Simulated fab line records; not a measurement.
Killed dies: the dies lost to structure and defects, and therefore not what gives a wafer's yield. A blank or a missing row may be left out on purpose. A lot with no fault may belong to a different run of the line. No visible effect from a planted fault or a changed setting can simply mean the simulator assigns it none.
fab line records ; flow n5_finfet ; part 1 of 2: steps 1 to 4 of 6
record: lots: 22; wafers: 66; last_day: 18
route steps=1938 shown BEOL_M7@1308 BEOL_M8@1345
lots that met no fault: from a run of the same line without faults
start_h: hours from the record's first day to the start of the lot's first wafer shown ; wait_h: time in hours since the lot's previous step ; " repeats the value in the row above ; L1.1+2: a single row standing in for several wafers ; - either no value or no given start ; * or withheld: withheld ; < > ~ a bound
route shown NAME@n: a module of which the file shows steps, and the number in the route of the first ; usual: mean and standard deviation over wafers with no fault ; same: alike in all rows ; chamber/n: place in a boat ; sites: the reading at each site ; _std_site: standard deviation across them ; _edge_site: outer sites' mean less inner sites' ; radius_mm: how far each site lies from the wafer's centre ; mask NAME#n: copy n ; behind: tool/chamber where the wafer was last shaped ; hold: why the lot went on hold/how many hours it stayed there/how the hold came to an end ; device: transistor that didn't switch, given as n, p or np ; end of line: at the end of the route, the tests of the same wafers ; where a step has no rows: the recipe by itself ; killed: the dies lost at the first sort to structure and to defects; this is not the yield of the wafer ; map: per-die view of a wafer (x killed, . not killed, _ where there is no die)
set.NAME: the run value of the setting; set.NAME@STEP: its run value at that earlier step ; model.NAME: the simulator's own value behind a step, which no gauge read
the route's steps for a sample of lots (tables are steps, rows are wafers)
services: when a tool's chamber went out of use (start_h, in hours from the record's first day, below 0 if earlier), for how many hours, and the reason
== steps ==
step: N5_BEOL_M7_TRENCH_ETCH_37
recipe: chemistry: C4F6/O2; target_depth_a: 934.78; target: SiCOH_lowk; time_s: 31.2; ion_energy_ev: 250; pressure_mtorr: 30; source_w: 345; bias_w: 185; Ar_flow_sccm: 300; C4F6_flow_sccm: 10; O2_flow_sccm: 10
usual: drypump_motor_current_A: 5.9/0.5; mfc_ar_sccm: 299.8/0.97; oes_product_au: 0.83/0.089; rf_vpp_V: 659/9.6; showerhead_plenum_p_Torr: 2.87/0.091; throttle_valve_pct: 20.85/0.22
lot.wafer;tool;chamber;start_h;wait_h;drypump_motor_current_A;mfc_ar_sccm;oes_product_au;rf_hours_counter_h;rf_vpp_V;showerhead_plenum_p_Torr;throttle_valve_pct
L076.1;rie_diel-04;2;-;-;5.7;299.2;0.70;242;667;2.94;21.02
L076.4;rie_diel-04;3;-;-;5.5;300.5;0.93;-;648;3.03;20.49
L076.6;rie_diel-04;2;-;-;5.7;300.4;0.69;-;667;2.94;21.02
L074.2;rie_diel-04;2;-;-;5.7;298.7;0.69;242;668;2.94;21.04
L074.3;rie_diel-04;1;-;-;5.4;299.9;0.68;247;666;2.93;20.89
L074.6;rie_diel-04;3;-;-;5.5;299.3;0.92;-;645;3.03;20.48
L075.2;rie_diel-02;3;-;-;6.5;300.5;0.76;161;661;2.84;21.07
L075.5;rie_diel-02;1;-;-;6.2;299.9;0.93;-;670;2.82;20.94
L075.6;rie_diel-02;3;-;-;6.5;300.9;0.75;-;661;2.85;21.06
L077.2;rie_diel-02;2;-;-;6.7;299.8;0.81;79;654;2.88;21.22
L077.5;rie_diel-02;3;-;-;6.5;300.3;0.75;-;661;2.84;21.05
L077.6;rie_diel-02;2;-;-;6.7;300.2;0.81;-;655;2.88;21.22
L078.1;rie_diel-02;2;-;-;6.7;298.3;0.80;79;653;2.88;21.21
L078.3;rie_diel-02;1;-;-;6.2;298.8;0.93;5;668;2.82;20.94
L078.5;rie_diel-02;1;-;-;6.2;300.4;0.92;-;668;2.82;20.95
L079.1;rie_diel-05;1;-;-;5.6;300.1;0.75;147;645;2.75;20.81
L079.2;rie_diel-05;0;-;-;5.5;300.9;0.71;219;660;2.92;20.83
L079.4;rie_diel-05;3;-;-;6.3;298.6;0.78;108;667;2.73;20.74
L080.1;rie_diel-05;2;-;-;6.5;299.8;0.88;48;649;2.79;20.91
L080.3;rie_diel-05;3;-;-;6.3;300.8;0.77;113;668;2.73;20.74
L080.4;rie_diel-05;1;-;-;5.6;299.6;0.75;152;646;2.74;20.83
L082.2;rie_diel-04;2;-;-;5.7;300.2;0.68;259;667;2.93;21.05
L082.4;rie_diel-04;0;-;-;5.4;300.3;0.95;-;670;2.90;21.05
L082.6;rie_diel-04;2;-;-;5.7;299.8;0.68;-;668;2.93;21.06
L083.1;rie_diel-05;2;-;-;6.4;299.1;0.87;54;648;2.79;20.91
L083.5;rie_diel-05;2;-;-;6.5;300.5;0.86;-;647;2.79;20.93
L083.6;rie_diel-05;1;-;-;5.6;300.5;0.75;-;646;2.74;20.83
L084.3;rie_diel-04;3;-;-;5.5;300.7;0.87;37;645;3.02;20.53
L084.4;rie_diel-04;0;-;-;5.4;300.5;0.92;12;670;2.90;21.05
L084.5;rie_diel-04;3;-;-;5.5;299.3;0.88;-;645;3.02;20.51
L085.1;rie_diel-05;2;-;-;6.5;298.7;0.87;60;648;2.79;20.91
L085.4;rie_diel-05;3;-;-;6.3;299.0;0.78;124;667;2.73;20.77
L085.5;rie_diel-05;3;-;-;6.3;299.7;0.77;-;669;2.73;20.76
L086.1;rie_diel-02;2;-;-;6.7;299.1;0.79;100;653;2.87;21.25
L086.2;rie_diel-02;0;-;-;5.0;300.2;0.97;18;664;2.99;20.54
L086.5;rie_diel-02;2;-;-;6.7;299.8;0.78;-;653;2.87;21.25
L087.3;rie_diel-02;3;-;-;6.5;300.6;0.74;183;661;2.83;21.07
L087.4;rie_diel-02;2;-;-;6.8;300.3;0.79;102;655;2.87;21.27
L087.6;rie_diel-02;2;-;-;6.7;300.4;0.79;-;654;2.87;21.26
L088.2;rie_diel-04;0;-;-;5.4;301.2;0.92;18;671;2.90;21.06
L088.3;rie_diel-04;1;-;-;5.3;299.8;0.93;8;667;2.92;20.58
L088.5;rie_diel-04;1;-;-;5.3;300.6;0.92;-;665;2.92;20.55
L089.1;rie_diel-05;3;-;-;6.3;299.7;0.76;129;668;2.72;20.76
L089.2;rie_diel-05;2;-;-;6.4;300.2;0.85;65;649;2.79;20.94
L089.4;rie_diel-05;1;-;-;5.6;301.2;0.73;168;645;2.74;20.85
L091.1;rie_diel-04;0;-;-;5.4;300.5;0.89;26;669;2.89;21.06
L091.3;rie_diel-04;1;-;-;5.4;298.7;0.93;15;666;2.92;20.58
L091.4;rie_diel-04;3;-;-;5.5;299.2;0.87;52;646;3.01;20.54
L090.3;rie_diel-02;0;-;-;5.0;299.1;0.94;26;665;2.99;20.54
L090.4;rie_diel-02;2;-;-;6.7;303.0;0.77;110;655;2.86;21.25
L090.6;rie_diel-02;1;-;-;6.2;299.9;0.85;-;668;2.81;20.98
L092.2;rie_diel-04;1;-;-;5.4;300.0;0.92;16;665;2.92;20.58
L092.4;rie_diel-04;3;-;-;5.5;300.8;0.86;53;646;3.01;20.51
L092.6;rie_diel-04;2;-;-;5.7;298.9;1.00;-;666;2.93;20.63
L096.2;rie_diel-04;0;-;-;5.4;300.8;0.87;34;669;2.89;21.08
L096.3;rie_diel-04;3;-;-;5.5;299.5;0.85;59;645;3.01;20.55
L096.4;rie_diel-04;1;-;-;5.3;298.8;0.90;23;664;2.91;20.58
L095.1;rie_diel-05;2;-;-;6.5;300.4;0.84;77;646;2.78;20.96
L095.3;rie_diel-05;3;-;-;6.3;300.3;0.74;142;667;2.72;20.79
L095.4;rie_diel-05;3;-;-;6.3;299.3;0.76;-;668;2.72;20.79
L094.1;rie_diel-04;2;-;-;5.7;300.4;0.97;9;667;2.93;20.62
L094.4;rie_diel-04;1;-;-;5.4;298.9;0.90;24;666;2.91;20.59
L094.6;rie_diel-04;3;-;-;5.5;298.8;0.85;-;645;3.01;20.55
L097.1;rie_diel-05;1;-;-;5.6;300.3;0.72;187;646;2.73;20.87
L097.2;rie_diel-05;2;-;-;6.5;299.2;0.83;84;647;2.78;20.97
L097.6;rie_diel-05;1;-;-;5.6;299.8;0.73;-;645;2.73;20.87
step: N5_BEOL_M7_ALD_77
recipe: material: TaN; target_thk_a: 20; temp_c: 275; ald_precursor_family: PDMAT; ald_co_reactant: NH3; pressure_torr: 3; carrier_flow_sccm: 1500; pulse_time_s: 2; purge_time_s: 3; co_reactant_purge_time_s: 2; co_reactant_pulse_time_s: 3; ald_cycles: 40; precursor_vessel_temp_c: 75; precursor_vessel_pressure_torr: 26.25; precursor_vessel_carrier_sccm: 1000
usual: heater_power_w: 402/28
same: co_reactant_pulse_time_s: 3; pulse_time_s: 2
lot.wafer;tool;chamber;start_h;wait_h;heater_power_w
L076.1;ald_metal-04;0;193.74;0.0;377
L076.4;ald_metal-04;3;193.74;0.0;407
L076.6;ald_metal-04;2;193.74;0.0;376
L074.2;ald_metal-01;0;194.09;0.1;371
L074.3;ald_metal-01;3;194.09;0.1;457
L074.6;ald_metal-01;3;194.09;0.1;445
L075.2;ald_metal-02;0;200.33;0.0;414
L075.5;ald_metal-02;2;200.33;0.0;434
L075.6;ald_metal-02;1;200.33;0.0;381
L077.2;ald_metal-04;1;202.46;0.0;422
L077.5;ald_metal-04;2;202.46;0.0;371
L077.6;ald_metal-04;3;202.46;0.0;401
L078.1;ald_metal-04;0;203.10;0.0;374
L078.3;ald_metal-04;1;203.10;0.0;420
L078.5;ald_metal-04;0;203.10;0.0;380
L079.1;ald_metal-01;3;215.25;0.1;458
L079.2;ald_metal-01;2;215.25;0.1;410
L079.4;ald_metal-01;0;215.25;0.1;367
L080.1;ald_metal-04;3;229.57;0.0;404
L080.3;ald_metal-04;2;229.57;0.0;369
L080.4;ald_metal-04;1;229.57;0.0;419
L082.2;ald_metal-01;1;238.21;0.1;424
L082.4;ald_metal-01;0;238.21;0.1;366
L082.6;ald_metal-01;3;238.21;0.1;450
L083.1;ald_metal-04;0;248.03;0.0;380
L083.5;ald_metal-04;0;248.03;0.0;377
L083.6;ald_metal-04;1;248.03;0.0;416
L084.3;ald_metal-04;1;258.42;0.0;415
L084.4;ald_metal-04;2;258.42;0.0;377
L084.5;ald_metal-04;0;258.42;0.0;383
L085.1;ald_metal-04;1;266.28;0.1;420
L085.4;ald_metal-04;0;266.28;0.1;382
L085.5;ald_metal-04;3;266.28;0.1;409
L086.1;ald_metal-01;0;269.40;0.1;366
L086.2;ald_metal-01;3;269.40;0.1;446
L086.5;ald_metal-01;0;269.40;0.1;367
L087.3;ald_metal-04;2;275.23;0.0;372
L087.4;ald_metal-04;0;275.23;0.0;377
L087.6;ald_metal-04;2;275.23;0.0;360
L088.2;ald_metal-01;0;275.44;0.1;372
L088.3;ald_metal-01;2;275.44;0.1;387
L088.5;ald_metal-01;3;275.44;0.1;461
L089.1;ald_metal-02;1;285.59;0.1;383
L089.2;ald_metal-02;3;285.59;0.1;391
L089.4;ald_metal-02;0;285.59;0.1;414
L091.1;ald_metal-01;1;299.35;0.3;423
L091.3;ald_metal-01;2;299.35;0.3;391
L091.4;ald_metal-01;0;299.35;0.3;367
L090.3;ald_metal-04;3;300.01;0.0;399
L090.4;ald_metal-04;0;300.01;0.0;381
L090.6;ald_metal-04;1;300.01;0.0;415
L092.2;ald_metal-01;1;302.95;0.0;424
L092.4;ald_metal-01;3;302.95;0.0;445
L092.6;ald_metal-01;0;302.95;0.0;367
L096.2;ald_metal-01;2;325.45;0.0;394
L096.3;ald_metal-01;1;325.45;0.0;430
L096.4;ald_metal-01;0;325.45;0.0;363
L095.1;ald_metal-04;2;327.39;0.0;385
L095.3;ald_metal-04;3;327.39;0.0;415
L095.4;ald_metal-04;0;327.39;0.0;375
L094.1;ald_metal-01;0;327.87;0.0;377
L094.4;ald_metal-01;1;327.87;0.0;428
L094.6;ald_metal-01;1;327.87;0.0;435
L097.1;ald_metal-01;3;348.47;0.0;448
L097.2;ald_metal-01;2;348.47;0.0;398
L097.6;ald_metal-01;3;348.47;0.0;454
step: N5_BEOL_M8_CD_MEAS_11
recipe: target_cd_nm: 38.5; landing_energy_ev: 500; detector: se_inlens; polarity: opening
usual: cd_nm: 38.6/0.44
lot.wafer;tool;chamber;start_h;wait_h;cd_nm
L076.1;cd_sem-03;0;196.99;-;39.3
L076.4;cd_sem-03;0;196.99;-;38.0
L076.6;cd_sem-03;0;196.99;-;38.3
L074.2;cd_sem-03;0;197.24;-;39.3
L074.3;cd_sem-03;0;197.24;-;38.5
L074.6;cd_sem-03;0;197.24;-;39.3
L075.2;cd_sem-02;0;206.18;-;38.5
L075.5;cd_sem-02;0;206.18;-;38.3
L075.6;cd_sem-02;0;206.18;-;38.3
L078.1;cd_sem-01;0;206.84;-;38.5
L078.3;cd_sem-01;0;206.84;-;38.8
L078.5;cd_sem-01;0;206.84;-;38.5
L077.2;cd_sem-03;0;207.55;-;39.3
L077.5;cd_sem-03;0;207.55;-;38.6
L077.6;cd_sem-03;0;207.55;-;39.6
L079.1;cd_sem-02;0;220.62;-;38.3
L079.2;cd_sem-02;0;220.62;-;39.1
L079.4;cd_sem-02;0;220.62;-;38.4
L080.1;cd_sem-01;0;235.02;-;38.9
L080.3;cd_sem-01;0;235.02;-;38.3
L080.4;cd_sem-01;0;235.02;-;38.5
L082.2;cd_sem-01;0;242.55;-;38.8
L082.4;cd_sem-01;0;242.55;-;38.7
L082.6;cd_sem-01;0;242.55;-;38.6
L083.1;cd_sem-01;0;252.57;-;38.4
L083.5;cd_sem-01;0;252.57;-;38.2
L083.6;cd_sem-01;0;252.57;-;38.8
L084.3;cd_sem-02;0;261.97;-;38.8
L084.4;cd_sem-02;0;261.97;-;39.0
L084.5;cd_sem-02;0;261.97;-;39.0
L085.1;cd_sem-02;0;270.99;-;38.0
L085.4;cd_sem-02;0;270.99;-;38.5
L085.5;cd_sem-02;0;270.99;-;38.1
L086.1;cd_sem-01;0;274.23;-;38.3
L086.2;cd_sem-01;0;274.23;-;38.5
L086.5;cd_sem-01;0;274.23;-;38.9
L087.3;cd_sem-02;0;280.06;-;38.5
L087.4;cd_sem-02;0;280.06;-;38.8
L087.6;cd_sem-02;0;280.06;-;38.4
L088.2;cd_sem-02;0;280.28;-;37.9
L088.3;cd_sem-02;0;280.28;-;38.9
L088.5;cd_sem-02;0;280.28;-;38.6
L089.1;cd_sem-01;0;289.32;-;38.6
L089.2;cd_sem-01;0;289.32;-;38.2
L089.4;cd_sem-01;0;289.32;-;39.8
L091.1;cd_sem-01;0;303.50;-;38.8
L091.3;cd_sem-01;0;303.50;-;38.2
L091.4;cd_sem-01;0;303.50;-;38.4
L090.3;cd_sem-03;0;303.83;-;38.2
L090.4;cd_sem-03;0;303.83;-;38.2
L090.6;cd_sem-03;0;303.83;-;37.8
L092.2;cd_sem-02;0;307.44;-;38.5
L092.4;cd_sem-02;0;307.44;-;38.9
L092.6;cd_sem-02;0;307.44;-;38.6
L096.2;cd_sem-02;0;328.83;-;39.4
L096.3;cd_sem-02;0;328.83;-;38.2
L096.4;cd_sem-02;0;328.83;-;38.2
L095.1;cd_sem-01;0;332.22;-;38.3
L095.3;cd_sem-01;0;332.22;-;38.5
L095.4;cd_sem-01;0;332.22;-;38.5
L094.1;cd_sem-01;0;332.38;-;38.1
L094.4;cd_sem-01;0;332.38;-;38.4
L094.6;cd_sem-01;0;332.38;-;39.0
L097.1;cd_sem-03;0;353.39;-;38.2
L097.2;cd_sem-03;0;353.39;-;38.0
L097.6;cd_sem-03;0;353.39;-;38.4
step: N5_BEOL_M8_DESCUM_33
recipe: chemistry: O2; time_s: 7; source_power_w: 50; bias_power_w: 20; pressure_mtorr: 20; rf_frequency_hz: 2.712e+07; temp_c: 40; resist: CAR-EUV; o2_flow_sccm: 225
usual: drypump_motor_current_A: 5.7/0.37; o2_flow_sccm: 224.9/0.71; oes_product_au: 0.83/0.066; rf_vpp_V: 243.4/1.2; showerhead_plenum_p_Torr: 2.10/0.061; throttle_valve_pct: 20.38/0.21
lot.wafer;tool;chamber;start_h;wait_h;drypump_motor_current_A;o2_flow_sccm;oes_product_au;rf_hours_counter_h;rf_vpp_V;showerhead_plenum_p_Torr;throttle_valve_pct
L074.2;rie_diel-06;1;198.98;0.0;6.0;225.2;0.88;43;245.1;2.24;20.30
L074.3;rie_diel-06;3;198.98;0.0;5.7;224.6;0.75;187;242.9;2.07;20.77
L074.6;rie_diel-06;3;198.98;0.0;5.7;224.7;0.76;-;241.8;2.07;20.75
L076.1;rie_diel-06;1;199.38;0.3;6.0;224.0;0.88;44;245.5;2.24;20.30
L076.4;rie_diel-06;1;199.38;0.3;6.0;224.2;0.88;-;246.1;2.24;20.30
L076.6;rie_diel-06;0;199.38;0.3;5.1;224.9;0.77;-;245.5;2.16;20.30
L075.2;rie_diel-01;1;207.18;0.1;6.4;224.3;0.83;80;244.8;2.10;19.99
L075.5;rie_diel-01;2;207.18;0.1;5.3;224.9;0.68;-;242.7;2.05;20.60
L075.6;rie_diel-01;3;207.18;0.1;5.5;226.2;0.69;-;243.3;2.07;20.61
L078.1;rie_diel-03;1;208.00;0.0;6.0;225.6;0.84;54;242.4;2.04;20.40
L078.3;rie_diel-03;3;208.00;0.0;5.8;222.9;0.93;15;241.2;2.05;20.02
L078.5;rie_diel-03;3;208.00;0.0;5.8;223.7;0.93;-;242.7;2.05;20.02
L077.2;rie_diel-06;0;208.71;0.0;5.1;224.9;0.77;149;244.9;2.15;20.29
L077.5;rie_diel-06;2;208.71;0.0;5.6;225.6;1.00;-;243.8;2.14;20.23
L077.6;rie_diel-06;3;208.71;0.0;5.7;225.3;0.74;-;243.7;2.07;20.77
L079.1;rie_diel-03;3;222.50;0.0;5.7;226.8;0.92;20;242.2;2.04;20.05
L079.2;rie_diel-03;1;222.50;0.0;6.0;225.7;0.85;59;240.1;2.03;20.40
L079.4;rie_diel-03;0;222.50;0.0;5.9;225.8;0.90;30;243.7;2.13;20.50
L080.1;rie_diel-03;1;237.03;0.0;6.0;224.4;0.84;64;241.7;2.03;20.40
L080.3;rie_diel-03;0;237.03;0.0;5.8;225.0;0.90;36;245.6;2.13;20.49
L080.4;rie_diel-03;3;237.03;0.0;5.7;223.9;0.92;25;241.4;2.04;20.04
L082.2;rie_diel-03;2;245.65;0.2;5.3;225.2;0.86;51;245.1;2.12;20.42
L082.4;rie_diel-03;0;245.65;0.2;5.9;226.2;0.89;39;244.2;2.13;20.50
L082.6;rie_diel-03;3;245.65;0.2;5.8;225.0;0.92;-;243.9;2.04;20.05
L083.1;rie_diel-03;0;257.16;0.0;5.9;225.1;0.88;43;243.7;2.13;20.52
L083.5;rie_diel-03;2;257.16;0.0;5.3;224.3;0.86;-;244.0;2.12;20.39
L083.6;rie_diel-03;1;257.16;0.0;6.0;224.5;0.83;-;241.4;2.03;20.44
L084.3;rie_diel-06;1;264.66;0.3;6.1;225.2;0.85;66;244.3;2.23;20.35
L084.4;rie_diel-06;2;264.66;0.3;5.5;224.9;0.92;21;242.4;2.13;20.27
L084.5;rie_diel-06;0;264.66;0.3;5.1;225.1;0.76;-;244.7;2.15;20.33
L085.1;rie_diel-06;3;274.13;0.0;5.7;224.3;0.72;212;242.9;2.06;20.80
L085.4;rie_diel-06;0;274.13;0.0;5.2;226.0;0.77;170;244.4;2.15;20.33
L085.5;rie_diel-06;3;274.13;0.0;5.6;224.2;0.72;-;243.6;2.06;20.78
L086.1;rie_diel-06;1;275.34;0.0;6.1;227.0;0.85;70;244.7;2.23;20.33
L086.2;rie_diel-06;2;275.34;0.0;5.5;225.3;0.92;24;244.9;2.13;20.26
L086.5;rie_diel-06;0;275.34;0.0;5.2;225.2;0.76;-;244.5;2.15;20.34
L087.3;rie_diel-06;0;281.26;0.1;5.2;225.3;0.77;172;244.0;2.15;20.32
L087.4;rie_diel-06;1;281.26;0.1;6.0;225.4;0.84;71;243.9;2.23;20.35
L087.6;rie_diel-06;1;281.26;0.1;6.1;225.3;0.84;-;246.3;2.23;20.33
L088.2;rie_diel-03;2;284.47;1.0;5.3;224.5;0.84;64;244.8;2.12;20.42
L088.3;rie_diel-03;1;284.47;1.0;6.0;225.1;0.80;77;242.3;2.03;20.45
L088.5;rie_diel-03;0;284.47;1.0;5.9;225.3;0.87;-;243.2;2.13;20.52
L089.1;rie_diel-03;2;291.72;0.0;5.3;225.3;0.85;68;244.3;2.12;20.45
L089.2;rie_diel-03;3;291.72;0.0;5.7;225.2;0.88;45;242.6;2.04;20.07
L089.4;rie_diel-03;1;291.72;0.0;6.0;224.6;0.82;-;243.3;2.03;20.44
L091.1;rie_diel-06;2;305.72;0.0;5.6;225.0;0.89;37;243.2;2.13;20.30
L091.3;rie_diel-06;3;305.72;0.0;5.7;224.0;0.72;225;241.6;2.06;20.81
L091.4;rie_diel-06;0;305.72;0.0;5.1;224.7;0.75;182;243.8;2.14;20.34
L090.3;rie_diel-01;2;307.21;0.0;5.3;225.1;0.90;24;242.5;2.04;20.23
L090.4;rie_diel-01;3;307.21;0.0;5.5;226.1;0.96;10;243.5;2.06;20.28
L090.6;rie_diel-01;0;307.21;0.0;6.7;224.6;0.87;-;244.7;2.14;20.33
L092.2;rie_diel-03;3;308.95;0.0;5.8;224.7;0.86;53;242.0;2.03;20.07
L092.4;rie_diel-03;0;308.95;0.0;5.9;224.0;0.86;61;242.8;2.12;20.56
L092.6;rie_diel-03;3;308.95;0.0;5.8;225.0;0.87;-;242.0;2.03;20.08
L096.2;rie_diel-06;1;331.11;0.0;6.1;224.1;0.81;90;245.3;2.22;20.37
L096.3;rie_diel-06;2;331.11;0.0;5.6;225.4;0.88;45;244.4;2.13;20.30
L096.4;rie_diel-06;3;331.11;0.0;5.7;226.6;0.71;233;242.7;2.05;20.84
L095.1;rie_diel-03;0;333.70;0.0;5.9;224.3;0.85;69;244.3;2.12;20.56
L095.3;rie_diel-03;3;333.70;0.0;5.8;223.7;0.86;61;241.3;2.03;20.11
L095.4;rie_diel-03;1;333.70;0.0;6.0;225.2;0.79;97;242.3;2.02;20.47
L094.1;rie_diel-03;2;335.15;0.0;5.3;224.2;0.82;85;243.6;2.11;20.47
L094.4;rie_diel-03;1;335.15;0.0;6.0;223.5;0.79;98;240.3;2.02;20.48
L094.6;rie_diel-03;0;335.15;0.0;5.9;224.2;0.85;-;242.8;2.12;20.56
L097.1;rie_diel-01;2;356.94;0.3;5.3;224.5;0.88;41;242.4;2.03;20.26
L097.2;rie_diel-01;0;356.94;0.3;6.7;224.1;0.85;57;243.1;2.14;20.35
L097.6;rie_diel-01;3;356.94;0.3;5.5;224.0;0.91;-;241.4;2.05;20.32
